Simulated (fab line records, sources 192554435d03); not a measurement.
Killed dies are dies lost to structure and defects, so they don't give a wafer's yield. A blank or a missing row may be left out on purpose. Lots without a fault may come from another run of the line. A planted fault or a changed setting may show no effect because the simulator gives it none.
fab line records | flow n5_finfet
record lots=8 wafers=24 last_day=19
route steps=1938 shown GATE_CUT@468 BEOL_M4@1111 PASSIVATION@1936
lots that met no fault: from a run of the same line without faults
start_h: hours from the record's first day to the start of the lot's first wafer shown | wait_h: hours since the lot's step before | " the same as in the row above | L1.1+2: a row that stands for several wafers | - no value, or no start given | * or withheld: withheld | < > ~ a bound
route shown NAME@n: a module of which the file shows steps, and the number in the route of the first | usual: mean/standard deviation of fault-free wafers | same: alike in all rows | chamber/n: place in a boat | sites: the reading at each site | _std_site: their standard deviation | _edge_site: outer sites' mean less inner sites' | radius_mm: how far each site lies from the wafer's centre | mask NAME#n: copy n | behind: the tool/chamber that last shaped the wafer | hold: why the lot was held/for how many hours/how that ended | device: the transistor (n, p or np) that didn't switch | end of line: the same wafers' tests at the end of the route | a step without rows: its recipe alone | killed: dies lost to structure and defects at the first sort, not the wafer's yield | map: a wafer's dies, x killed, . not, _ none there
set.NAME: the setting as run; set.NAME@STEP: as run at that earlier step | model.NAME: the simulator's own value behind a step, which no gauge read
steps of the route over a sample of lots; a table a step, a row a wafer
services: from which hour (start_h, from the record's first day; less than 0 if before it) a tool's chamber was out of use, for how many hours, and why
## steps
# step N5_GATE_CUT_VAPOR_ETCH_60
# recipe chemistry=BCl3/Cl2 target=HfO2 mode=isotropic
# usual drypump_motor_current_A=6.00/0.25 he_backside_leak_sccm=3.4/0.32 oes_product_au=0.78/0.13
# columns lot.wafer tool chamber start_h wait_h drypump_motor_current_A he_backside_leak_sccm oes_product_au
L976.1 rie_metal-03 1 156.86 0.0 5.93 3.3 0.58
L976.2 " 0 " " 5.84 3.3 0.85
L976.6 " 0 " " 5.84 3.2 0.85
L977.4 rie_metal-02 0 162.04 0.0 5.63 3.1 0.93
L977.5 " 1 " " 6.29 3.3 0.68
L977.6 " 0 " " 5.63 3.1 0.93
L978.1 rie_metal-03 0 166.37 0.1 5.83 3.5 0.84
L978.3 " 0 " " 5.85 3.2 0.84
L978.5 " 0 " " 5.87 3.3 0.85
L979.1 rie_metal-03 0 171.01 0.1 5.82 3.4 0.84
L979.5 " 0 " " 5.82 3.3 0.84
L979.6 " 0 " " 5.82 3.3 0.84
L983.3 rie_metal-01 0 201.35 0.0 5.95 3.5 0.99
L983.5 " 0 " " 5.94 3.5 0.98
L983.6 " 1 " " 6.39 3.6 0.72
L984.1 rie_metal-01 1 202.25 0.0 6.40 3.7 0.71
L984.4 " 0 " " 5.96 3.3 0.99
L984.5 " 1 " " 6.41 3.5 0.71
L986.2 rie_metal-03 0 214.66 0.0 5.86 3.4 0.82
L986.5 " 0 " " 5.84 3.5 0.82
L986.6 " 1 " " 6.00 2.8 0.92
L987.1 rie_metal-02 0 221.45 0.0 5.65 3.3 0.89
L987.3 " 0 " " 5.64 3.3 0.89
L987.6 " 0 " " 5.66 3.3 0.90
# step N5_GATE_CUT_CMP_02
# recipe stop_on=SiO2 t_overpolish_s=12.7 post_cmp_clean=alkaline_brush down_force_psi=2.5 platen_rpm=51.8 pad_velocity_m_s=1.0307 target_thk_nm=0
# usual motor_current_A=9.0/1 overpolish_run_s=12.699/0.0093 pad_life_wafers=912/680 time_to_endpoint_s=25.5/2.7
# columns lot.wafer tool chamber start_h wait_h motor_current_A overpolish_run_s pad_life_wafers time_to_endpoint_s
L976.2 cmp-01 0 159.59 0.1 9.7 12.701 1008 25.7
L976.1 " 2 " " 10.2 12.697 1010 27.6
L976.6 " 1 " " 8.8 12.697 - 22.9
L977.4 cmp-04 1 164.75 0.1 9.5 12.701 2066 26.3
L977.5 " 3 " " 7.1 12.693 - 27.1
L977.6 " 0 " " 7.3 12.700 - 26.4
L978.3 cmp-02 2 169.17 0.1 9.3 12.684 13 29.9
L978.1 " 0 " " 10.0 12.711 15 28.6
L978.5 " 1 " " 9.1 12.715 - 29.8
L979.1 cmp-02 0 173.70 0.1 9.7 12.696 48 27.7
L979.6 " 0 " " 9.9 12.698 - 31.6
L979.5 " 1 " " 8.6 12.705 - 30.1
L983.3 cmp-02 2 203.98 0.1 9.4 12.703 288 25.7
L983.6 " 2 " " 8.9 12.702 - 24.6
L983.5 " 3 " " 9.9 12.724 - 23.1
L984.1 cmp-04 1 205.55 0.1 9.6 12.704 212 25.9
L984.4 " 2 " " 9.1 12.711 213 25.8
L984.5 " 0 " " 7.1 12.709 - 24.2
L986.2 cmp-04 3 217.41 0.1 7.0 12.696 319 24.9
L986.5 " 2 " " 9.4 12.706 - 25.3
L986.6 " 3 " " 7.1 12.696 - 26.1
L987.3 cmp-04 0 224.17 0.1 7.3 12.689 374 25.5
L987.1 " 1 " " 9.2 12.701 375 23.4
L987.6 " 3 " " 7.1 12.704 - 25.2
# step N5_GATE_CUT_CD_MEAS_13
# recipe target_cd_nm=20 landing_energy_ev=500 detector=se_inlens
# usual cd_nm=19.99/0.26
# columns lot.wafer tool chamber start_h wait_h cd_nm
L976.1 cd_sem-03 0 160.26 - 20.00
L976.2 " 0 " " 19.81
L976.6 " 0 " " 20.07
L977.4 cd_sem-03 0 165.47 - 20.00
L977.5 " 0 " " 20.52
L977.6 " 0 " " 19.67
L978.1 cd_sem-01 0 169.80 - 20.00
L978.3 " 0 " " 20.47
L978.5 " 0 " " 19.85
L979.1 cd_sem-02 0 174.49 - 20.24
L979.5 " 0 " " 19.59
L979.6 " 0 " " 20.24
L983.3 cd_sem-01 0 204.77 - 19.96
L983.5 " 0 " " 19.97
L983.6 " 0 " " 20.13
L984.1 cd_sem-03 0 206.27 - 20.61
L984.4 " 0 " " 20.23
L984.5 " 0 " " 20.11
L986.2 cd_sem-03 0 218.19 - 20.28
L986.5 " 0 " " 19.98
L986.6 " 0 " " 20.27
L987.1 cd_sem-03 0 224.77 - 20.18
L987.3 " 0 " " 20.11
L987.6 " 0 " " 19.51
# step N5_GATE_CUT_ETCH_36
# recipe chemistry=CF4 target=SiARC target_depth_a=130 mask_material=CAR-EUV time_s=21.7 ion_energy_ev=80 pressure_mtorr=40 source_w=545 bias_w=36 Ar_flow_sccm=100 cf4_flow_sccm=100 ends=cleared
# usual bias_w=36.00/0.11 cf4_flow_sccm=100.0/0.31 drypump_motor_current_A=5.5/0.48 etch_rf_on_time_s=21.7/0.46 oes_product_au=0.67/0.054 rf_vpp_V=184.4/1 showerhead_plenum_p_Torr=2.16/0.047 throttle_valve_pct=15.61/0.15
# columns lot.wafer tool chamber start_h wait_h bias_w cf4_flow_sccm drypump_motor_current_A etch_rf_on_time_s oes_product_au rf_hours_counter_h rf_vpp_V showerhead_plenum_p_Torr throttle_valve_pct
L976.1 rie_diel-04 1 160.44 0.0 - - - - - - - - -
L976.2 " 2 " " - - - - - - - - -
L976.6 " 1 " " - - - - - - - - -
L977.4 rie_diel-02 1 165.82 0.0 - - - - - - - - -
L977.5 " 0 " " - - - - - - - - -
L977.6 " 1 " " - - - - - - - - -
L978.1 rie_diel-02 3 169.98 0.0 - - - - - - - - -
L978.3 " 2 " " - - - - - - - - -
L978.5 " 0 " " - - - - - - - - -
L979.1 rie_diel-04 0 174.67 0.0 35.98 100.0 5.1 21.1 0.69 91 183.0 2.16 15.57
L979.5 " 0 " " 35.83 99.8 5.1 21.0 0.69 - 185.0 2.16 15.57
L979.6 " 1 " " 35.90 100.2 6.1 21.7 0.64 - 185.9 2.23 15.58
L983.3 rie_diel-04 3 204.94 0.0 35.94 100.1 5.2 21.8 0.70 58 185.0 2.17 15.49
L983.5 " 0 " " 35.95 99.8 5.1 21.2 0.69 - 185.1 2.16 15.58
L983.6 " 1 " " 36.10 99.9 6.1 21.6 0.64 - 184.8 2.22 15.58
L984.1 rie_diel-04 0 206.45 0.0 36.05 99.8 5.1 20.9 0.68 99 183.2 2.16 15.58
L984.4 " 1 " " 36.08 99.7 6.1 21.6 0.64 173 185.7 2.23 15.59
L984.5 " 3 " " 35.97 99.9 5.3 21.6 0.70 - 183.1 2.17 15.47
L986.2 rie_diel-04 2 218.36 0.0 36.01 100.5 5.0 21.7 0.72 84 181.0 2.09 15.76
L986.5 " 0 " " 35.93 99.9 5.1 20.9 0.68 - 185.1 2.16 15.59
L986.6 " 3 " " 35.94 99.8 5.3 21.6 0.71 - 185.0 2.17 15.47
L987.1 rie_diel-04 3 224.94 0.0 36.04 100.4 5.3 21.6 0.70 66 183.8 2.17 15.49
L987.3 " 0 " " 35.99 100.1 5.1 21.3 0.67 106 185.6 2.15 15.59
L987.6 " 1 " " 36.11 100.1 6.1 21.6 0.64 - 184.4 2.22 15.61
# step N5_GATE_CUT_ETCH_37
# recipe chemistry=N2/H2 target=SOC target_depth_a=600 overetch_a=120 mask_material=SiARC temp_c=40 time_s=90 ion_energy_ev=200 pressure_mtorr=30 source_w=840 bias_w=150 n2_flow_sccm=200 h2_flow_sccm=200
# usual bias_w=150.0/0.42 chamber_pressure_mTorr=30.001/0.024 drypump_motor_current_A=5.5/0.48 n2_flow_sccm=200.1/0.59 oes_product_au=0.71/0.052 rf_vpp_V=524.5/1.8 showerhead_plenum_p_Torr=2.57/0.063 throttle_valve_pct=17.86/0.17
# columns lot.wafer tool chamber start_h wait_h bias_w chamber_pressure_mTorr drypump_motor_current_A n2_flow_sccm oes_product_au rf_hours_counter_h rf_vpp_V showerhead_plenum_p_Torr throttle_valve_pct
L976.1 rie_diel-04 1 160.47 0.0 149.7 30.023 6.2 199.8 0.29 159 526.4 2.65 17.79
L976.2 " 2 " " 149.6 30.010 5.0 199.6 0.33 65 523.4 2.46 17.80
L976.6 " 1 " " 150.3 30.015 6.1 199.6 0.28 - 524.6 2.65 17.77
L977.4 rie_diel-02 1 165.85 0.0 149.7 29.995 5.7 200.5 0.30 138 522.0 2.56 17.80
L977.5 " 0 " " 149.5 30.007 5.3 200.5 0.28 - 523.8 2.53 18.18
L977.6 " 1 " " 150.0 29.945 5.7 200.3 0.30 - 523.2 2.56 17.82
L978.1 rie_diel-02 3 170.01 0.0 150.8 30.008 5.0 200.6 0.28 165 525.8 2.66 17.72
L978.3 " 2 " " 149.8 30.000 6.4 199.7 0.36 4 524.5 2.60 17.61
L978.5 " 0 " " 149.9 29.965 5.3 200.4 0.27 - 524.6 2.53 18.18
L979.1 rie_diel-04 0 174.70 0.0 150.3 29.966 5.2 200.4 0.71 91 525.7 2.56 17.71
L979.5 " 0 " " 150.0 29.995 5.1 200.2 0.71 - 525.7 2.56 17.68
L979.6 " 1 " " 149.8 30.038 6.1 200.6 0.68 - 526.4 2.65 17.83
L983.3 rie_diel-04 3 204.97 0.0 149.8 30.019 5.2 200.5 0.74 58 525.0 2.58 17.73
L983.5 " 0 " " 149.8 30.012 5.1 200.4 0.70 - 523.8 2.56 17.71
L983.6 " 1 " " 150.1 30.016 6.1 200.0 0.67 - 527.2 2.64 17.84
L984.1 rie_diel-04 0 206.47 0.0 149.8 30.006 5.1 200.9 0.70 99 524.5 2.55 17.72
L984.4 " 1 " " 149.4 29.951 6.2 199.4 0.66 174 526.7 2.64 17.82
L984.5 " 3 " " 150.4 30.001 5.3 200.1 0.73 - 525.1 2.58 17.72
L986.2 rie_diel-04 2 218.39 0.0 150.2 30.009 5.0 199.2 0.75 84 520.8 2.45 17.89
L986.5 " 0 " " 150.5 29.999 5.1 200.2 0.70 - 523.8 2.55 17.73
L986.6 " 3 " " 150.2 29.980 5.3 201.2 0.74 - 524.7 2.58 17.74
L987.1 rie_diel-04 3 224.97 0.0 149.6 30.027 5.3 201.2 0.73 66 524.6 2.58 17.73
L987.3 " 0 " " 150.3 29.996 5.1 200.3 0.69 106 523.6 2.55 17.73
L987.6 " 1 " " 149.4 29.986 6.1 199.4 0.68 - 527.2 2.64 17.86
# step N5_GATE_CUT_HM_OPEN_40
# recipe chemistry=C4F6/O2 target=SiO2 mask_material=SiARC target_depth_a=1390 time_s=85.1 ion_energy_ev=250 pressure_mtorr=30 source_w=345 bias_w=185 Ar_flow_sccm=300 C4F6_flow_sccm=10 O2_flow_sccm=10 ends=cleared
# usual drypump_motor_current_A=5.5/0.48 etch_rf_on_time_s=93.9/2.1 oes_ar_750_au=0.79/0.058 oes_product_au=0.71/0.057 rf_vpp_V=666/12 showerhead_plenum_p_Torr=2.88/0.068 throttle_valve_pct=20.95/0.13
# columns lot.wafer tool chamber start_h wait_h drypump_motor_current_A etch_rf_on_time_s oes_ar_750_au oes_product_au rf_hours_counter_h rf_vpp_V showerhead_plenum_p_Torr throttle_valve_pct
L976.1 rie_diel-04 1 160.55 0.0 6.1 212.8 0.77 0.28 159 668 2.96 20.67
L976.2 " 2 " " 5.0 212.8 0.86 0.33 65 693 2.78 20.88
L976.6 " 1 " " 6.1 212.7 0.76 0.29 - 667 2.96 20.69
L977.4 rie_diel-02 1 165.93 0.0 5.7 212.8 0.78 0.29 138 658 2.83 20.57
L977.5 " 0 " " 5.3 212.8 0.70 0.27 - 662 2.81 20.88
L977.6 " 1 " " 5.8 212.8 0.78 0.29 - 659 2.83 20.56
L978.1 rie_diel-02 3 170.09 0.0 5.0 212.8 0.76 0.28 165 672 2.97 20.65
L978.3 " 2 " " 6.4 212.7 0.96 0.35 4 671 2.94 20.78
L978.5 " 0 " " 5.3 212.7 0.70 0.26 - 662 2.81 20.88
L979.1 rie_diel-04 0 174.78 0.0 5.1 91.4 0.80 0.72 91 658 2.87 20.92
L979.5 " 0 " " 5.1 92.2 0.80 0.73 - 658 2.87 20.93
L979.6 " 1 " " 6.2 95.5 0.76 0.68 - 667 2.96 20.89
L983.3 rie_diel-04 3 205.05 0.0 5.3 93.2 0.83 0.75 58 652 2.91 20.95
L983.5 " 0 " " 5.1 90.0 0.79 0.72 - 657 2.87 20.93
L983.6 " 1 " " 6.2 94.4 0.76 0.67 - 666 2.96 20.89
L984.1 rie_diel-04 0 206.56 0.0 5.1 90.9 0.79 0.72 99 658 2.87 20.91
L984.4 " 1 " " 6.1 94.7 0.76 0.67 174 667 2.96 20.88
L984.5 " 3 " " 5.3 92.9 0.82 0.75 - 653 2.90 20.96
L986.2 rie_diel-04 2 218.47 0.0 5.0 91.4 0.83 0.76 84 693 2.77 21.12
L986.5 " 0 " " 5.1 91.9 0.78 0.72 - 655 2.87 20.93
L986.6 " 3 " " 5.3 92.9 0.81 0.75 - 652 2.90 20.97
L987.1 rie_diel-04 3 225.05 0.0 5.3 91.3 0.81 0.75 66 652 2.90 20.98
L987.3 " 0 " " 5.1 90.7 0.79 0.72 106 656 2.86 20.93
L987.6 " 1 " " 6.2 95.2 0.75 0.67 - 666 2.95 20.90
# step N5_BEOL_M4_RC_MEAS_101
# usual DIBL_N=36.3/2.2 DIBL_P=36.0/2.4 IOFF_N=0.16/0.042 IOFF_P=0.22/0.041 ION_N=672/14 ION_P=462/7.9 SS_N=71.7/0.76 SS_P=73.3/0.72 VT_N=250/3.6 VT_P=-249/3
# columns lot.wafer tool chamber start_h wait_h DIBL_N[mV/V] DIBL_P[mV/V] IOFF_N[nA/um] IOFF_P[nA/um] ION_N[uA/um] ION_P[uA/um] SS_N[mV/dec] SS_P[mV/dec] VT_N[mV] VT_P[mV]
L979.1 prober-02 0 249.68 0.0 34.4 35.2 0.16 0.24 671 466 72.1 73.3 250 -245
L979.5 " 0 " " 34.4 34.6 0.16 0.23 689 475 71.0 73.2 247 -244
L979.6 " 0 " " 33.5 34.2 0.14 0.22 668 464 70.8 72.4 252 -246
L983.3 prober-01 0 313.19 0.3 37.3 39.3 0.20 0.30 689 482 70.9 74.7 244 -241
L983.5 " 0 " " 38.0 39.8 0.21 0.31 692 476 72.5 74.0 245 -244
L983.6 " 0 " " 33.8 34.4 0.12 0.19 661 460 70.5 72.2 252 -249
L984.1 prober-02 0 316.38 0.0 36.8 37.1 0.18 0.24 679 464 72.0 73.5 247 -248
L984.4 " 0 " " 36.5 38.0 0.20 0.26 706 483 71.7 73.3 243 -245
L984.5 " 0 " " 36.3 37.4 0.18 0.23 692 467 71.8 73.1 248 -246
L986.2 prober-01 0 316.66 0.2 39.2 37.0 0.23 0.21 668 447 74.3 73.7 251 -253
L986.5 " 0 " " 38.6 38.2 0.20 0.22 685 460 72.2 73.6 249 -251
L986.6 " 0 " " 38.5 37.3 0.20 0.21 688 454 72.5 73.6 250 -250
L987.1 prober-02 0 333.91 0.0 36.6 36.4 0.15 0.18 655 445 72.2 73.0 253 -253
L987.3 " 0 " " 34.5 35.3 0.13 0.18 664 459 70.8 72.3 251 -255
L987.6 " 0 " " 33.8 34.7 0.11 0.16 657 453 70.8 72.7 255 -252
# step N5_PASSIVATION_PROBE_49
# usual killed_at_M0_to_M3=33/9.9 killed_at_M4_up=14/6.4 killed_at_contacts=12/7 killed_at_front_end=41/13 killed_at_other=3.1/2.9 killed_dies=103/20 killed_on_rim=13/4 killed_open=67/14 killed_short=34/9.4
# same gross_dies=1180 killed_at_back_side=0
# columns lot.wafer tool chamber start_h wait_h killed_at_M0_to_M3 killed_at_M4_up killed_at_contacts killed_at_front_end killed_at_other killed_dies killed_on_rim killed_open killed_short
L976.1 prober-01 - 345.45 0.0 17 29 13 1117 4 1180 152 71 25
L976.2 prober-01 - 345.50 0.1 46 29 29 1074 2 1180 152 123 34
L976.6 prober-01 - 345.70 0.3 32 25 21 1096 6 1180 152 74 28
L977.4 prober-02 - 351.55 0.2 40 17 17 1105 1 1180 152 78 30
L977.5 prober-02 - 351.60 0.2 35 11 32 1101 1 1180 152 72 30
L977.6 prober-02 - 351.65 0.3 43 10 12 1114 1 1180 152 59 30
L979.1 prober-01 - 362.31 0.0 19 20 12 39 2 92 17 61 31
L979.5 prober-01 - 362.51 0.2 25 12 6 51 5 99 7 60 39
L979.6 prober-01 - 362.56 0.3 14 23 10 33 5 85 6 59 26
L978.1 prober-01 - 362.88 0.0 39 8 26 1102 5 1180 152 71 51
L978.3 prober-01 - 362.98 0.1 48 12 7 1111 2 1180 152 77 44
L978.5 prober-01 - 363.08 0.2 53 14 29 1080 4 1180 152 91 49
L983.3 prober-02 - 421.18 0.1 27 14 3 23 5 72 12 48 22
L983.5 prober-02 - 421.28 0.2 33 12 4 34 2 85 5 59 25
L983.6 prober-02 - 421.33 0.3 40 20 6 40 1 107 12 60 47
L984.1 prober-01 - 431.59 0.0 25 12 7 33 3 80 11 57 23
L984.4 prober-01 - 431.74 0.2 18 12 14 41 2 87 10 62 25
L984.5 prober-01 - 431.79 0.2 33 20 11 35 2 101 11 76 25
L986.2 prober-01 - 437.73 0.1 21 13 7 53 0 94 9 68 26
L986.5 prober-01 - 437.88 0.2 37 8 11 60 4 120 12 85 34
L986.6 prober-01 - 437.93 0.3 64 15 12 57 2 150 17 97 50
L987.1 prober-02 - 461.80 0.0 34 22 5 40 5 106 17 68 32
L987.3 prober-02 - 461.90 0.1 20 22 4 53 7 106 13 80 23
L987.6 prober-02 - 462.05 0.3 40 21 8 33 7 109 11 74 31
# killed by level:class
L976.1 GATE_CUT:area_etch=1083 BEOL_M4:geometric_particle:open=12 DUMMY_GATE:geometric_particle:open=7 MOL_CONTACT_COAG:geometric_particle:open=7 FIN_SAQP:geometric_particle:open=6 MOL_CONTACT_COAG:geometric_particle:short=5 BEOL_M2:geometric_particle:open=5 BEOL_M7:geometric_particle:open=5
L976.2 GATE_CUT:area_etch=1021 MOL_CONTACT_COAG:geometric_particle:open=24 BEOL_M4:geometric_particle:open=16 BEOL_M1:geometric_particle:open=16 FIN_SAQP:geometric_particle:open=12 BEOL_M3:geometric_particle:open=12 STI_FIN_REVEAL:geometric_particle:open=9 DUMMY_GATE:geometric_particle:open=7
L976.6 GATE_CUT:area_etch=1074 MOL_CONTACT_COAG:geometric_particle:open=17 BEOL_M4:geometric_particle:open=10 BEOL_M3:geometric_particle:open=9 BEOL_M2:geometric_particle:open=7 FIN_SAQP:geometric_particle:short=5 FIN_SAQP:geometric_particle:open=5 BEOL_M3:geometric_particle:short=5
L977.4 GATE_CUT:area_etch=1072 MOL_CONTACT_COAG:geometric_particle:open=16 BEOL_M2:geometric_particle:open=13 BEOL_M4:geometric_particle:open=10 BEOL_M0_SAQP:geometric_particle:open=9 STARTING-WAFER:geometric_particle:short=6 FIN_SAQP:geometric_particle:short=5 BEOL_M0_SAQP:geometric_particle:short=5
L977.5 GATE_CUT:area_etch=1077 MOL_CONTACT_COAG:geometric_particle:open=26 BEOL_M2:geometric_particle:open=9 BEOL_M0_SAQP:geometric_particle:short=8 MOL_CONTACT_COAG:geometric_particle:short=6 BEOL_M1:geometric_particle:open=5 FIN_SAQP:geometric_particle:short=4 BEOL_M0_SAQP:geometric_particle:open=4
L977.6 GATE_CUT:area_etch=1090 BEOL_M1:geometric_particle:open=18 BEOL_M2:geometric_particle:open=9 FIN_SAQP:geometric_particle:open=7 FIN_SAQP:geometric_particle:short=7 BEOL_M0_SAQP:geometric_particle:short=7 MOL_CONTACT_COAG:geometric_particle:short=6 MOL_CONTACT_COAG:geometric_particle:open=6
L979.1 FIN_SAQP:geometric_particle:open=10 MOL_CONTACT_COAG:geometric_particle:open=9 FIN_SAQP:geometric_particle:short=8 BEOL_M1:geometric_particle:open=8 DUMMY_GATE:geometric_particle:open=5 GATE_CUT:geometric_particle:short=5 BEOL_M7:geometric_particle:open=4 BEOL_M0_SAQP:geometric_particle:open=4
L979.5 FIN_SAQP:geometric_particle:short=13 FIN_SAQP:geometric_particle:open=11 STI_FIN_REVEAL:geometric_particle:open=11 BEOL_M0_SAQP:geometric_particle:short=5 BEOL_M0_SAQP:geometric_particle:open=5 BEOL_M3:geometric_particle:open=5 BEOL_M5:geometric_particle:open=5 GATE_CUT:geometric_particle:short=4
L979.6 MOL_CONTACT_COAG:geometric_particle:open=10 BEOL_M4:geometric_particle:open=7 FIN_SAQP:geometric_particle:short=6 STI_FIN_REVEAL:geometric_particle:open=6 BEOL_M0_SAQP:geometric_particle:open=5 BEOL_M0_SAQP:geometric_particle:short=5 BEOL_M5:geometric_particle:open=5 GATE_CUT:geometric_particle:short=4
L978.1 GATE_CUT:area_etch=1058 MOL_CONTACT_COAG:geometric_particle:open=19 BEOL_M0_SAQP:geometric_particle:short=14 FIN_SAQP:geometric_particle:short=9 STI_FIN_REVEAL:geometric_particle:open=8 BEOL_M0_SAQP:geometric_particle:open=8 FIN_SAQP:geometric_particle:open=7 MOL_CONTACT_COAG:geometric_particle:short=7
L978.3 GATE_CUT:area_etch=1058 BEOL_M3:geometric_particle:open=16 FIN_SAQP:geometric_particle:short=15 STI_FIN_REVEAL:geometric_particle:open=11 FIN_SAQP:geometric_particle:open=9 GATE_CUT:geometric_particle:short=9 BEOL_M0_SAQP:geometric_particle:short=8 BEOL_M4:geometric_particle:open=8
L978.5 GATE_CUT:area_etch=1037 MOL_CONTACT_COAG:geometric_particle:open=24 BEOL_M3:geometric_particle:open=12 BEOL_M2:geometric_particle:open=11 FIN_SAQP:geometric_particle:open=10 FIN_SAQP:geometric_particle:short=9 STI_FIN_REVEAL:geometric_particle:open=9 GATE_CUT:geometric_particle:short=7
L983.3 BEOL_M3:geometric_particle:open=9 BEOL_M4:geometric_particle:open=7 FIN_SAQP:geometric_particle:short=6 BEOL_M2:geometric_particle:open=5 DUMMY_GATE:geometric_particle:open=4 BEOL_M0:geometric_particle:open=4 BEOL_M1:geometric_particle:open=4 MOL_CONTACT_COAG:geometric_particle:open=3
L983.5 BEOL_M3:geometric_particle:open=11 FIN_SAQP:geometric_particle:open=10 BEOL_M2:geometric_particle:open=7 FIN_SAQP:geometric_particle:short=6 DUMMY_GATE:geometric_particle:open=5 BEOL_M5:geometric_particle:open=5 MOL_CONTACT_COAG:geometric_particle:open=4 BEOL_M1:geometric_particle:open=4
L983.6 GATE_CUT:geometric_particle:short=13 BEOL_M0_SAQP:geometric_particle:short=8 BEOL_M2:geometric_particle:open=8 BEOL_M4:geometric_particle:open=7 BEOL_M3:geometric_particle:open=7 BEOL_M1:geometric_particle:open=6 BEOL_M3:geometric_particle:short=6 FIN_SAQP:geometric_particle:open=5
L984.1 STI_FIN_REVEAL:geometric_particle:open=9 BEOL_M4:geometric_particle:open=9 BEOL_M2:geometric_particle:open=8 MOL_CONTACT_COAG:geometric_particle:open=6 STARTING-WAFER:geometric_particle:short=5 GATE_CUT:geometric_particle:open=4 FIN_SAQP:geometric_particle:open=3 BEOL_M0:geometric_particle:open=3
L984.4 MOL_CONTACT_COAG:geometric_particle:open=11 STI_FIN_REVEAL:geometric_particle:open=10 DUMMY_GATE:geometric_particle:open=9 BEOL_M2:geometric_particle:open=6 GATE_CUT:geometric_particle:short=5 FIN_SAQP:geometric_particle:open=4 BEOL_M4:geometric_particle:open=4 STARTING-WAFER:geometric_particle:short=4
L984.5 BEOL_M4:geometric_particle:open=16 MOL_CONTACT_COAG:geometric_particle:open=11 BEOL_M1:geometric_particle:open=8 STI_FIN_REVEAL:geometric_particle:open=7 BEOL_M2:geometric_particle:open=7 FIN_SAQP:geometric_particle:open=6 FIN_SAQP:geometric_particle:short=4 DUMMY_GATE:geometric_particle:open=3
L986.2 STI_FIN_REVEAL:geometric_particle:open=10 FIN_SAQP:geometric_particle:short=9 FIN_SAQP:geometric_particle:open=9 MOL_CONTACT_COAG:geometric_particle:open=7 BEOL_M0_SAQP:geometric_particle:open=7 DUMMY_GATE:geometric_particle:open=6 BEOL_M0_SAQP:geometric_particle:short=4 STARTING-WAFER:geometric_particle:short=3
L986.5 STI_FIN_REVEAL:geometric_particle:open=27 BEOL_M0_SAQP:geometric_particle:short=15 MOL_CONTACT_COAG:geometric_particle:open=10 STARTING-WAFER:geometric_particle:open=8 BEOL_M0_SAQP:geometric_particle:open=7 FIN_SAQP:geometric_particle:short=6 BEOL_M0:geometric_particle:open=6 FIN_SAQP:geometric_particle:open=5
L986.6 BEOL_M0_SAQP:geometric_particle:short=23 BEOL_M0_SAQP:geometric_particle:open=20 STI_FIN_REVEAL:geometric_particle:open=17 FIN_SAQP:geometric_particle:open=14 BEOL_M2:geometric_particle:open=11 MOL_CONTACT_COAG:geometric_particle:open=10 FIN_SAQP:geometric_particle:short=8 BEOL_M5:geometric_particle:open=6
L987.1 BEOL_M3:geometric_particle:open=11 BEOL_M4:geometric_particle:open=11 STI_FIN_REVEAL:geometric_particle:open=8 BEOL_M0_SAQP:geometric_particle:short=7 BEOL_M0_SAQP:geometric_particle:open=7 FIN_SAQP:geometric_particle:short=5 HKMG_FIN:area_etch=5 FIN_SAQP:geometric_particle:open=4
L987.3 FIN_SAQP:geometric_particle:open=24 STI_FIN_REVEAL:geometric_particle:open=12 BEOL_M4:geometric_particle:open=7 FIN_SAQP:geometric_particle:short=6 BEOL_M0_SAQP:geometric_particle:open=6 BEOL_M2:geometric_particle:open=6 GATE_CUT:geometric_particle:short=4 MOL_CONTACT_COAG:geometric_particle:open=4
L987.6 BEOL_M0_SAQP:geometric_particle:open=16 STI_FIN_REVEAL:geometric_particle:open=10 BEOL_M4:geometric_particle:open=9 FIN_SAQP:geometric_particle:open=6 BEOL_M1:geometric_particle:open=6 MOL_CONTACT_COAG:geometric_particle:open=6 BEOL_M2:geometric_particle:open=5 BEOL_M3:geometric_particle:open=5
## services
# columns tool chamber start_h hours kind
rie_diel-04 3 133.61 22.5 repair
cmp-02 - 154.34 1.1 repair
rie_metal-01 0 155.68 - clean
rie_metal-01 0 155.68 24.3 scheduled_down
rie_metal-01 0 155.68 24.3 vent_cycle
rie_metal-03 1 162.41 - clean
rie_metal-03 1 162.41 16.8 scheduled_down
rie_metal-03 1 162.41 16.8 vent_cycle
cmp-02 - 163.53 4.0 pm
cmp-02 - 167.53 - consumable_replace:conditioner
cmp-02 - 167.53 - consumable_replace:pad
cmp-01 - 176.83 2.5 repair
cmp-04 - 178.02 4.0 pm
rie_metal-01 - 179.36 0.6 repair
cmp-04 - 182.02 - consumable_replace:conditioner
cmp-04 - 182.02 - consumable_replace:pad
rie_diel-04 0 185.19 4.0 repair
cmp-01 - 191.02 2.7 repair
rie_metal-02 - 221.84 2.8 pm
## key
first_sign step=N5_GATE_CUT_ETCH_36 reading=tool_record direction=missing
effect step=N5_GATE_CUT_ETCH_37 reading=oes_product_au direction=down sigmas=7.9 usual=0.71 struck=0.30
effect step=N5_GATE_CUT_HM_OPEN_40 reading=etch_rf_on_time_s direction=up sigmas=57 usual=* struck=*
effect step=N5_PASSIVATION_PROBE_49 reading=killed_at_front_end direction=up sigmas=81 usual=41 struck=1100
more_kills_born_at N5_GATE_CUT_ETCH_36@rie_diel-02=6392 N5_GATE_CUT_ETCH_36@rie_diel-04=3178
met_at N5_GATE_CUT_ETCH_36
struck_lots L976,L977,L978
later_rows_left_out L976.1,L976.2,L976.6,L977.4,L977.5,L977.6,L978.1,L978.3,L978.5
tester_left_out L976,L977,L978
not_acting_at N5_GATE_CUT_VAPOR_ETCH_60,N5_GATE_CUT_CMP_02,N5_GATE_CUT_CD_MEAS_13
fault kind=skipped_step_whole tool=rie_diel-02,rie_diel-04 chamber=- onset_h=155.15 steps=N5_GATE_CUT_ETCH_36 scope=struck_lots_only
# tester_left_out: of these lots the tester's yield and bins aren't shown, on N5 and GAA mostly nor the transistor test; their killed dies are dies lost to structure and defects alone, not to doping, threshold or leakage, so they don't give the yield
# later_rows_left_out: the simulator's readings of these wafers behind a module that went badly wrong aren't trusted and aren't shown, but for the sort
